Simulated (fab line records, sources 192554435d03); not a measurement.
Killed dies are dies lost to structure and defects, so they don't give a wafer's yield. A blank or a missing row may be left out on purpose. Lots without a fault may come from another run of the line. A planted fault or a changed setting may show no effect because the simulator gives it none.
Chamber matching | flow n5_finfet | N5_PMOS_HMC_CHANNEL_EPI_CMP_21 on cmp-01: 4 sister chambers
The step polishes SiGe30, target thk 54 nm. 8 wafers are shown with their chamber, then 12 later ones without.

WAFERS WITH THEIR CHAMBER
wafer  | chamber | motor_current_A (A)
L080.1 | 1       | 12.6
L080.5 | 1       | 12.8
L084.3 | 3       | 12.3
L085.1 | 3       | 12.5
L085.5 | 2       | 10.9
L088.3 | 0       | 11.5
L088.4 | 2       | 10.2
L088.5 | 0       | 12.1

WAFERS WITHOUT THEIR CHAMBER
wafer  | motor_current_A (A)
L090.2 | 12.1
L090.5 | 13.1
L090.6 | 11.9
L092.2 | 11.8
L092.3 | 12.9
L092.4 | 12.2
L093.2 | 12.9
L093.3 | 12.9
L093.4 | 12.2
L096.1 | 10.9
L096.2 | 12.3
L096.6 | 11.6

WHICH CHAMBER EACH WENT THROUGH
wafer  | from the rows above          | in truth
L090.2 | can't be placed: 0 or 3 or 1 | 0
L090.5 | can't be placed: 1 or 3      | 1
L090.6 | can't be placed: 0 or 3      | 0
L092.2 | can't be placed: 0 or 3      | 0
L092.3 | can't be placed: 1 or 3      | 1
L092.4 | can't be placed: 3 or 0 or 1 | 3
L093.2 | can't be placed: 1 or 3      | 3
L093.3 | can't be placed: 1 or 3      | 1
L093.4 | can't be placed: 3 or 0 or 1 | 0
L096.1 | can't be placed: 2 or 0      | 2
L096.2 | can't be placed: 3 or 1 or 0 | 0
L096.6 | can't be placed: 0 or 3      | 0
Placed correctly: 0 of 12. Can't be placed from these rows: 12 (the true chamber is among the candidates in 12). Placed wrongly: 0.
How it was worked out, from the rows above alone: a wafer's distance from a chamber is the root of the sum, over the readings, of the square of ((its reading less the chamber's mean) divided by the reading's scatter). The wafer belongs to the nearest chamber; if the next one is less than 2 further off, it can't be placed. A chamber's mean is the mean of its shown wafers. The scatter: the root of (the sum of the squares of (reading less its chamber's mean) over the shown wafers, divided by (wafers less chambers)).
